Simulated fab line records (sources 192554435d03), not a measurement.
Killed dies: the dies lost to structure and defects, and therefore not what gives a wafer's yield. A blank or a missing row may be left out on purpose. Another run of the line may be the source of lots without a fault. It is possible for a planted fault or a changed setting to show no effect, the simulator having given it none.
Matching of chambers + flow n5 finfet + 4 sister chambers for N5_BEOL_M10_DESCUM_33 on rie diel-04
The step chemistry O2, time 7.9 s. 8 wafers are shown with their chamber, then 8 later ones without.

WAFERS, EACH WITH ITS CHAMBER
| wafer  | chamber | showerhead plenum p Torr (Torr) | drypump motor current A (A) |
|--------|---------|---------------------------------|-----------------------------|
| L077.6 | 0       | 2.15                            | 5.5                         |
| L079.5 | 2       | 2.01                            | 6.2                         |
| L079.6 | 1       | 1.99                            | 4.9                         |
| L083.5 | 2       | 2.00                            | 6.1                         |
| L083.6 | 1       | 1.99                            | 4.9                         |
| L082.4 | 3       | 2.22                            | 5.3                         |
| L082.6 | 0       | 2.15                            | 5.5                         |
| L085.1 | 3       | 2.22                            | 5.3                         |

WAFERS WITHOUT THEIR CHAMBER
| wafer  | showerhead plenum p Torr (Torr) | drypump motor current A (A) |
|--------|---------------------------------|-----------------------------|
| L085.4 | 2.15                            | 5.5                         |
| L085.5 | 2.22                            | 5.3                         |
| L089.2 | 2.22                            | 5.3                         |
| L089.4 | 2.27                            | 6.2                         |
| L089.5 | 2.22                            | 5.3                         |
| L093.1 | 2.14                            | 5.5                         |
| L093.2 | 2.21                            | 5.3                         |
| L093.3 | 2.27                            | 6.2                         |

EACH ONE'S CHAMBER
| wafer  | from the rows above | in truth                   |
|--------|---------------------|----------------------------|
| L085.4 | 0                   | 0                          |
| L085.5 | 3                   | 3                          |
| L089.2 | 3                   | 3                          |
| L089.4 | 3                   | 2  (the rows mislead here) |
| L089.5 | 3                   | 3                          |
| L093.1 | 0                   | 0                          |
| L093.2 | 3                   | 3                          |
| L093.3 | 3                   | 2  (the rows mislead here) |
Correctly placed: 6 of 8. Not placeable from these rows: 0. 2 placed wrongly.
How it was worked out, from the rows above alone: a wafer's distance from a chamber is the root of the sum, over the readings, of the square of ((its reading less the chamber's mean) divided by the reading's scatter). The wafer belongs to the nearest chamber; if the next one is less than 2 further off, it can't be placed. A chamber's mean is the mean of its shown wafers. The scatter is the square root of a quotient: the sum, over the shown wafers, of each reading's squared deviation from its chamber's mean, divided by wafers minus chambers.
